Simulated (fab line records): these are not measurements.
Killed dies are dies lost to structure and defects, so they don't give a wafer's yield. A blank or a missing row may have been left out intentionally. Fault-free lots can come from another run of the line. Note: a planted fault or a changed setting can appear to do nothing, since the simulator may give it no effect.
fab line records    flow n5Finfet
record: lots: 15  wafers: 45  lastDay: 17
route steps=1938 shown BEOL_M12@1648 BEOL_M13@1659
lots that met no fault: taken from a fault-free run of the same line
startH: start of the lot's first displayed wafer, in hours after the record's first day    waitH: hours from the lot's prior step to this one    " the same as in the row above    L1.1+2: several wafers, shown together as one row    - no value present, or no start provided    * or withheld: withheld    < > ~ a bound
route shown NAME@n: names a module that has steps shown in the file, with the first one's number in the route    usual: mean/standard deviation taken from wafers without a fault    same: alike in all rows    chamber/n: place in a boat    sites: the reading at each site    _std_site: the standard deviation of these    _edge_site: inner sites' mean taken away from outer sites' mean    radiusMm: how far each site lies from the wafer's centre    mask NAME#n: copy n    behind: the most recent tool/chamber to have shaped the wafer    hold: the reason the lot was held/the length of the hold in hours/how it ended    device: the transistor (n, p or np) that didn't switch    end of line: the tests these same wafers got at the end of their route    a step given without rows: its recipe and nothing more    killed: the dies lost at the first sort to structure and to defects; this is not the yield of the wafer    map: a wafer's dies, x killed, . not, _ none there
set.NAME: the setting as run; set.NAME@STEP: as run at that earlier step    model.NAME: the simulator's own value behind a step, which no gauge read
one table for each step of the route and one row for each wafer, over a sample of lots
services: when a tool's chamber went out of use (startH, in hours from the record's first day, below 0 if earlier), for how many hours, and the reason
== steps ==
step: N5_BEOL_M12_SPUTTER_43
recipe: material: TaN  targetThkA: 150  tempC: 50  biasV: 168.6  powerW: 15000  chamberPressurePa: 0.12  timeS: 24.19
usual: throttleValvePct: 30.2/1.3
lot.wafer  tool           chamber  startH  waitH  throttleValvePct
L121.3     pvdSputter-01  -        224.59  0.0    30.6
L121.5     "              -        "       "      28.6
L121.6     "              -        "       "      30.6
L122.2     pvdSputter-03  -        238.94  0.0    30.9
L122.5     "              -        "       "      31.0
L122.6     "              -        "       "      31.5
L124.2     pvdSputter-03  -        247.39  0.0    31.6
L124.3     "              -        "       "      30.9
L124.4     "              -        "       "      31.6
L125.3     pvdSputter-01  -        262.91  0.0    29.0
L125.4     "              -        "       "      30.8
L125.6     "              -        "       "      28.4
L126.1     pvdSputter-02  -        263.00  0.0    29.0
L126.4     "              -        "       "      30.4
L126.6     "              -        "       "      30.3
L128.2     pvdSputter-03  -        266.93  0.0    31.0
L128.4     "              -        "       "      31.4
L128.6     "              -        "       "      31.3
L127.1     pvdSputter-02  -        279.54  0.0    29.0
L127.2     "              -        "       "      30.1
L127.3     "              -        "       "      30.6
L131.1     pvdSputter-01  -        293.71  0.0    30.7
L131.2     "              -        "       "      27.2
L131.5     "              -        "       "      31.2
L136.1     pvdSputter-01  -        323.70  0.0    28.5
L136.3     "              -        "       "      30.5
L136.4     "              -        "       "      28.9
L138.3     pvdSputter-03  -        338.78  0.0    31.4
L138.4     "              -        "       "      31.6
L138.6     "              -        "       "      31.2
L140.1     pvdSputter-02  -        348.49  0.0    30.7
L140.4     "              -        "       "      30.0
L140.6     "              -        "       "      30.9
L137.2     pvdSputter-02  -        348.81  0.0    28.9
L137.3     "              -        "       "      30.9
L137.5     "              -        "       "      30.3
L139.2     pvdSputter-03  -        355.35  0.0    31.6
L139.4     "              -        "       "      32.0
L139.6     "              -        "       "      31.4
L141.1     pvdSputter-02  -        369.36  0.0    30.6
L141.2     "              -        "       "      30.7
L141.3     "              -        "       "      30.4
L142.3     pvdSputter-01  -        374.61  0.0    28.3
L142.5     "              -        "       "      27.2
L142.6     "              -        "       "      29.0
step: N5_BEOL_M12_ANNEAL_48
recipe: tempC: 225  timeS: 90  ambient: N2
usual: wafer_temp_C_max: 226.01/0.24
lot.wafer  tool          chamber  startH  waitH  wafer_temp_C_max
L121.3     rtpAnneal-02  0        225.13  0.2    226.02
L121.5     "             0        "       "      226.10
L121.6     "             0        "       "      226.09
L122.2     rtpAnneal-02  0        239.42  0.2    225.91
L122.5     "             0        "       "      225.71
L122.6     "             0        "       "      225.62
L124.2     rtpAnneal-01  0        247.90  0.2    225.86
L124.3     "             0        "       "      225.87
L124.4     "             0        "       "      225.92
L125.3     rtpAnneal-02  0        263.42  0.2    226.37
L125.4     "             0        "       "      226.09
L125.6     "             0        "       "      226.45
L126.1     rtpAnneal-02  0        263.60  0.3    225.66
L126.4     "             0        "       "      226.37
L126.6     "             0        "       "      226.12
L128.2     rtpAnneal-01  0        267.72  0.5    225.33
L128.4     "             0        "       "      225.74
L128.6     "             0        "       "      225.78
L127.1     rtpAnneal-02  0        280.65  0.8    226.16
L127.2     "             0        "       "      226.01
L127.3     "             0        "       "      226.04
L131.1     rtpAnneal-01  0        295.04  1.0    225.99
L131.2     "             0        "       "      225.96
L131.5     "             0        "       "      225.72
L136.1     rtpAnneal-02  0        324.12  0.1    226.34
L136.3     "             0        "       "      225.98
L136.4     "             0        "       "      225.76
L138.3     rtpAnneal-02  0        339.29  0.2    226.08
L138.4     "             0        "       "      225.96
L138.6     "             0        "       "      226.27
L140.1     rtpAnneal-01  0        348.91  0.1    226.07
L140.4     "             0        "       "      225.93
L140.6     "             0        "       "      225.99
L137.2     rtpAnneal-02  0        349.38  0.2    226.15
L137.3     "             0        "       "      226.13
L137.5     "             0        "       "      226.18
L139.2     rtpAnneal-01  0        355.82  0.1    226.22
L139.4     "             0        "       "      225.74
L139.6     "             0        "       "      225.60
L141.1     rtpAnneal-01  0        369.99  0.3    225.61
L141.2     "             0        "       "      225.70
L141.3     "             0        "       "      225.73
L142.3     rtpAnneal-02  0        375.12  0.2    225.74
L142.5     "             0        "       "      225.93
L142.6     "             0        "       "      226.29
step: N5_BEOL_M12_INSPECT_55
recipe: inspectInstrument: darkfield  mode: postDep
usual: rawDefectCount: 70/22
lot.wafer  tool              chamber  startH  waitH  rawDefectCount
L121.3     defectInspect-02  -        225.81  0.0    71
L121.5     "                 -        "       "      81
L121.6     "                 -        "       "      61
L122.2     defectInspect-02  -        240.15  0.0    65
L122.5     "                 -        "       "      69
L122.6     "                 -        "       "      63
L124.2     defectInspect-02  -        248.82  0.0    87
L124.3     "                 -        "       "      86
L124.4     "                 -        "       "      118
L125.3     defectInspect-01  -        264.18  0.0    59
L125.4     "                 -        "       "      98
L125.6     "                 -        "       "      101
L126.1     defectInspect-02  -        264.34  0.0    52
L126.4     "                 -        "       "      45
L126.6     "                 -        "       "      34
L128.2     defectInspect-02  -        268.64  0.0    108
L128.4     "                 -        "       "      79
L128.6     "                 -        "       "      86
L127.1     defectInspect-02  -        281.66  0.0    70
L127.2     "                 -        "       "      69
L127.3     "                 -        "       "      59
L131.1     defectInspect-02  -        296.08  0.0    83
L131.2     "                 -        "       "      69
L131.5     "                 -        "       "      71
L136.1     defectInspect-01  -        324.90  0.0    67
L136.3     "                 -        "       "      89
L136.4     "                 -        "       "      100
L138.3     defectInspect-02  -        339.95  0.0    40
L138.4     "                 -        "       "      66
L138.6     "                 -        "       "      68
L140.1     defectInspect-01  -        349.66  0.0    68
L140.4     "                 -        "       "      64
L140.6     "                 -        "       "      67
L137.2     defectInspect-01  -        350.07  0.0    56
L137.3     "                 -        "       "      43
L137.5     "                 -        "       "      38
L139.2     defectInspect-02  -        356.52  0.0    72
L139.4     "                 -        "       "      54
L139.6     "                 -        "       "      63
L141.1     defectInspect-02  -        370.77  0.0    110
L141.2     "                 -        "       "      53
L141.3     "                 -        "       "      75
L142.3     defectInspect-01  -        375.78  0.0    80
L142.5     "                 -        "       "      46
L142.6     "                 -        "       "      103
step: N5_BEOL_M13_ILD_DEP_00
recipe: material: SiOC  targetThkA: 8379.2  tempC: 350  precursor: DEMS/O2  pressureTorr: 5  rfW: 500  timeS: 166.4
usual: chamberPressureTorr: 5.001/0.0099  heaterPowerOuterW: 270/63  heaterPowerW: 516/110  showerheadPlenumPTorr: 5.701/0.011  throttleValvePct: 11.6/0.42
lot.wafer  tool      chamber  startH  waitH  chamberPressureTorr  heaterPowerOuterW  heaterPowerW  showerheadPlenumPTorr  throttleValvePct
L121.3     pecvd-02  2        225.85  0.0    4.997                315                598           5.717                  11.0
L121.5     "         0        "       "      5.005                318                580           5.711                  11.5
L121.6     "         1        "       "      5.002                141                290           5.708                  11.3
L122.2     pecvd-03  2        240.19  0.0    5.009                305                582           5.692                  10.7
L122.5     "         2        "       "      4.994                249                529           5.697                  10.7
L122.6     "         1        "       "      5.023                194                388           5.682                  11.8
L124.2     pecvd-01  0        248.86  0.0    4.998                348                632           5.681                  11.4
L124.3     "         2        "       "      4.993                262                484           5.718                  11.1
L124.4     "         2        "       "      4.992                184                384           5.706                  11.3
L125.3     pecvd-01  2        264.21  0.0    4.997                221                435           5.679                  11.4
L125.4     "         0        "       "      4.995                403                729           5.700                  11.6
L125.6     "         1        "       "      4.992                305                580           5.704                  12.2
L126.1     pecvd-02  1        264.38  0.0    -                    -                  -             -                      -
L126.4     "         0        "       "      -                    -                  -             -                      -
L126.6     "         1        "       "      -                    -                  -             -                      -
L128.2     pecvd-02  1        268.68  0.0    -                    -                  -             -                      -
L128.4     "         0        "       "      -                    -                  -             -                      -
L128.6     "         1        "       "      -                    -                  -             -                      -
L127.1     pecvd-01  2        281.70  0.0    -                    -                  -             -                      -
L127.2     "         1        "       "      -                    -                  -             -                      -
L127.3     "         0        "       "      -                    -                  -             -                      -
L131.1     pecvd-01  0        296.12  0.0    5.002                361                679           5.696                  11.4
L131.2     "         2        "       "      5.018                238                445           5.703                  11.5
L131.5     "         2        "       "      5.011                254                460           5.683                  11.3
L136.1     pecvd-01  0        324.93  0.0    4.989                344                648           5.689                  11.3
L136.3     "         2        "       "      5.020                233                441           5.694                  11.5
L136.4     "         0        "       "      5.004                389                685           5.687                  11.6
L138.3     pecvd-01  2        339.98  0.0    4.998                190                402           5.697                  11.4
L138.4     "         1        "       "      5.002                303                585           5.687                  12.2
L138.6     "         2        "       "      5.001                228                435           5.696                  11.4
L140.1     pecvd-02  1        349.69  0.0    5.009                172                327           5.708                  11.3
L140.4     "         1        "       "      5.010                186                359           5.714                  11.5
L140.6     "         0        "       "      4.999                319                597           5.699                  12.0
L137.2     pecvd-02  2        350.11  0.0    5.008                306                582           5.685                  11.3
L137.3     "         1        "       "      4.996                155                305           5.712                  11.4
L137.5     "         1        "       "      4.998                177                338           5.724                  11.0
L139.2     pecvd-02  1        356.55  0.0    5.013                181                329           5.711                  11.2
L139.4     "         0        "       "      4.992                329                617           5.682                  11.9
L139.6     "         1        "       "      5.024                194                354           5.704                  11.4
L141.1     pecvd-01  2        370.81  0.0    4.996                254                470           5.708                  11.5
L141.2     "         1        "       "      5.007                282                562           5.702                  12.4
L141.3     "         0        "       "      5.016                410                733           5.697                  11.6
L142.3     pecvd-02  2        375.81  0.0    4.984                246                504           5.687                  11.3
L142.5     "         0        "       "      5.003                323                620           5.700                  12.1
L142.6     "         2        "       "      4.993                281                546           5.700                  11.3
step: N5_BEOL_M13_VIA_ETCH_16
recipe: chemistry: C4F8/O2/Ar  target: SiOC  pressureMtorr: 30  sourceW: 3000  biasW: 700  Ar_flow_sccm: 400  C4F8_flow_sccm: 15  O2_flow_sccm: 8  heInnerTorr: 15  heOuterTorr: 30  targetDepthA: 9217  timeS: withheld  ionEnergyEv: 250  ends: cleared
usual: O2_flow_sccm: 7.998/0.024  drypumpMotorCurrentA: 5.9/0.45  heInnerTorr: 15.00/0.03  oesProductAu: 0.70/0.078  rfVppV: 664/4.2  showerheadPlenumPTorr: 3.39/0.14  throttleValvePct: 24.28/0.24
lot.wafer  tool        chamber  startH  waitH  O2_flow_sccm  drypumpMotorCurrentA  heInnerTorr  oesProductAu  rfVppV  showerheadPlenumPTorr  throttleValvePct
L121.3     rieDiel-06  2        226.48  0.0    8.043         5.6                   15.07        0.90          664     3.37                   24.53
L121.5     "           0        "       "      7.971         6.6                   14.96        0.66          662     3.27                   23.89
L121.6     "           3        "       "      7.960         5.9                   14.99        0.68          658     3.18                   23.95
L122.2     rieDiel-01  2        240.89  0.0    8.004         5.4                   14.98        0.65          668     3.53                   24.33
L122.5     "           0        "       "      7.978         5.5                   15.00        0.62          663     3.39                   24.53
L122.6     "           3        "       "      7.979         5.4                   14.98        0.68          666     3.42                   24.57
L124.2     rieDiel-03  2        249.92  0.0    7.990         6.2                   15.00        0.61          669     3.50                   24.32
L124.3     "           3        "       "      7.986         5.8                   14.98        0.69          661     3.33                   24.01
L124.4     "           0        "       "      8.014         5.7                   14.97        0.67          668     3.53                   24.57
L125.3     rieDiel-06  3        264.86  0.0    8.017         5.9                   15.04        0.68          659     3.18                   23.98
L125.4     "           0        "       "      8.022         6.6                   14.97        0.66          661     3.26                   23.92
L125.6     "           3        "       "      8.034         5.9                   15.04        0.67          657     3.18                   23.99
L126.1     rieDiel-01  1        265.01  0.0    7.985         5.5                   14.98        0.34          668     3.50                   24.21
L126.4     "           0        "       "      8.032         5.5                   15.00        0.26          662     3.38                   24.40
L126.6     "           1        "       "      8.001         5.5                   15.03        0.34          669     3.50                   24.21
L128.2     rieDiel-01  1        269.72  0.0    8.025         5.5                   15.00        0.34          666     3.49                   24.20
L128.4     "           3        "       "      8.018         5.4                   15.03        0.28          665     3.41                   24.46
L128.6     "           1        "       "      8.044         5.5                   15.00        0.33          667     3.49                   24.22
L127.1     rieDiel-01  2        282.45  0.0    8.000         5.4                   15.04        0.27          668     3.52                   24.23
L127.2     "           1        "       "      8.051         5.5                   15.03        0.33          669     3.49                   24.22
L127.3     "           3        "       "      8.010         5.4                   14.98        0.29          665     3.41                   24.47
L131.1     rieDiel-03  1        296.79  0.0    7.984         6.8                   14.96        0.60          659     3.25                   24.61
L131.2     "           0        "       "      8.013         5.7                   15.02        0.65          670     3.52                   24.59
L131.5     "           2        "       "      7.996         6.2                   14.96        0.60          669     3.50                   24.34
L136.1     rieDiel-06  3        325.92  0.0    7.987         5.9                   14.93        0.66          656     3.17                   24.01
L136.3     "           0        "       "      8.000         6.5                   14.96        0.65          661     3.25                   23.95
L136.4     "           2        "       "      7.991         5.7                   14.97        0.82          663     3.36                   24.58
L138.3     rieDiel-01  0        340.61  0.0    8.006         5.5                   14.98        0.85          664     3.38                   24.26
L138.4     "           2        "       "      8.005         5.5                   15.03        0.63          668     3.51                   24.37
L138.6     "           1        "       "      8.025         5.5                   15.02        0.78          666     3.48                   24.37
L140.1     rieDiel-06  1        350.38  0.0    8.020         6.5                   15.01        0.75          669     3.60                   24.28
L140.4     "           0        "       "      8.000         6.5                   14.99        0.65          660     3.25                   23.96
L140.6     "           0        "       "      8.021         6.6                   14.99        0.65          661     3.25                   23.94
L137.2     rieDiel-06  2        350.74  0.0    7.988         5.6                   15.01        0.81          664     3.36                   24.57
L137.3     "           1        "       "      7.988         6.5                   14.97        0.74          670     3.60                   24.28
L137.5     "           0        "       "      7.968         6.6                   14.98        0.65          661     3.25                   23.93
L139.2     rieDiel-06  0        357.18  0.0    7.992         6.6                   14.99        0.64          661     3.25                   23.94
L139.4     "           1        "       "      7.998         6.5                   15.02        0.75          671     3.60                   24.31
L139.6     "           3        "       "      8.002         5.9                   14.99        0.67          657     3.16                   24.00
L141.1     rieDiel-06  0        371.57  0.0    7.970         6.5                   15.00        0.64          661     3.25                   23.97
L141.2     "           1        "       "      7.935         6.5                   15.05        0.74          670     3.59                   24.30
L141.3     "           2        "       "      8.002         5.6                   15.02        0.80          664     3.35                   24.58
L142.3     rieDiel-03  0        376.57  0.0    8.022         5.7                   15.00        0.63          669     3.51                   24.63
L142.5     "           0        "       "      7.999         5.7                   15.02        0.64          669     3.51                   24.62
L142.6     "           3        "       "      7.989         5.8                   15.00        0.65          660     3.31                   24.08
step: N5_BEOL_M13_CD_MEAS_17
recipe: targetCdNm: 190  polarity: opening
usual: cdNm: 190.2/1.9
lot.wafer  tool      chamber  startH  waitH  cdNm
L121.3     cdSem-01  -        226.92  0.0    190.7
L121.5     "         -        "       "      191.0
L121.6     "         -        "       "      191.5
L122.2     cdSem-01  -        241.34  0.0    193.2
L122.5     "         -        "       "      191.2
L122.6     "         -        "       "      189.8
L124.2     cdSem-03  -        250.43  0.0    192.5
L124.3     "         -        "       "      192.4
L124.4     "         -        "       "      192.4
L125.3     cdSem-01  -        265.30  0.0    192.0
L125.4     "         -        "       "      194.3
L125.6     "         -        "       "      191.1
L126.1     cdSem-03  -        265.46  0.0    -
L126.4     "         -        "       "      -
L126.6     "         -        "       "      -
L128.2     cdSem-01  -        270.17  0.0    -
L128.4     "         -        "       "      -
L128.6     "         -        "       "      -
L127.1     cdSem-03  -        282.89  0.0    -
L127.2     "         -        "       "      -
L127.3     "         -        "       "      -
L131.1     cdSem-03  -        297.24  0.0    188.5
L131.2     "         -        "       "      187.8
L131.5     "         -        "       "      188.9
L136.1     cdSem-02  -        326.36  0.0    187.9
L136.3     "         -        "       "      190.9
L136.4     "         -        "       "      192.2
L138.3     cdSem-02  -        341.06  0.0    189.6
L138.4     "         -        "       "      191.6
L138.6     "         -        "       "      191.4
L140.1     cdSem-01  -        350.82  0.0    190.1
L140.4     "         -        "       "      191.3
L140.6     "         -        "       "      192.7
L137.2     cdSem-02  -        351.19  0.0    191.5
L137.3     "         -        "       "      188.8
L137.5     "         -        "       "      191.2
L139.2     cdSem-02  -        357.63  0.0    192.0
L139.4     "         -        "       "      191.9
L139.6     "         -        "       "      193.1
L141.1     cdSem-02  -        372.02  0.0    191.8
L141.2     "         -        "       "      191.4
L141.3     "         -        "       "      190.9
L142.3     cdSem-01  -        377.01  0.0    190.4
L142.5     "         -        "       "      190.7
L142.6     "         -        "       "      191.5
== services ==
tool          chamber  startH  hours  kind
rieDiel-01    3        207.40  19.4   repair
pecvd-01      -        238.21  2.8    pm
pecvd-02      -        240.84  1.9    repair
pecvd-01      -        243.67  0.6    repair
rieDiel-01    0        267.70  -      clean
rieDiel-01    0        267.70  -      consumableReplace:focusRing
rieDiel-01    0        267.70  39.1   scheduledDown
rieDiel-01    0        267.70  39.1   ventCycle
pecvd-03      0        283.70  23.4   repair
pecvd-02      2        289.50  2.1    scheduledDown
rieDiel-01    1        293.98  4.3    repair
pecvd-02      1        294.98  5.5    scheduledDown
rieDiel-03    -        297.78  2.8    pm
rieDiel-01    -        333.66  2.8    pm
pecvd-03      -        338.65  6.0    pm
rtpAnneal-01  -        342.45  5.1    pm
rieDiel-03    2        348.96  -      clean
rieDiel-03    2        348.96  -      consumableReplace:focusRing
rieDiel-03    2        348.96  17.4   scheduledDown
rieDiel-03    2        348.96  17.4   ventCycle
pecvd-01      2        358.04  2.1    scheduledDown
rieDiel-03    1        366.36  -      clean
pecvd-02      -        367.17  0.8    pm
rieDiel-06    2        371.77  13.6   repair
== key ==
firstSign: step: N5_BEOL_M13_ILD_DEP_00  reading: toolRecord  direction: missing
effect: step: N5_BEOL_M13_VIA_ETCH_16  reading: oesProductAu  direction: down  sigmas: 5  usual: 0.70  struck: 0.31
effect: step: N5_BEOL_M13_CD_MEAS_17  reading: cdNm  direction: missing
metAt N5_BEOL_M13_ILD_DEP_00
struckLots L126,L127,L128
laterRowsLeftOut L126.1,L126.4,L126.6,L127.1,L127.2,L127.3,L128.2,L128.4,L128.6
sortLeftOut L126.1,L126.4,L126.6,L127.1,L127.2,L127.3,L128.2,L128.4,L128.6
notActingAt N5_BEOL_M12_SPUTTER_43,N5_BEOL_M12_ANNEAL_48,N5_BEOL_M12_INSPECT_55
onsetBetween 264.21 264.38
fault: kind: skippedStepWhole  tool: pecvd-01,pecvd-02  chamber: -  onsetH: 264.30  steps: N5_BEOL_M13_ILD_DEP_00  scope: struckLotsOnly
sortLeftOut: the simulated sort isn't trusted on such a fault, so these wafers' sort isn't shown, and their yield isn't known
laterRowsLeftOut: the simulator's readings of these wafers behind a module that went badly wrong aren't trusted and aren't shown, but for the sort
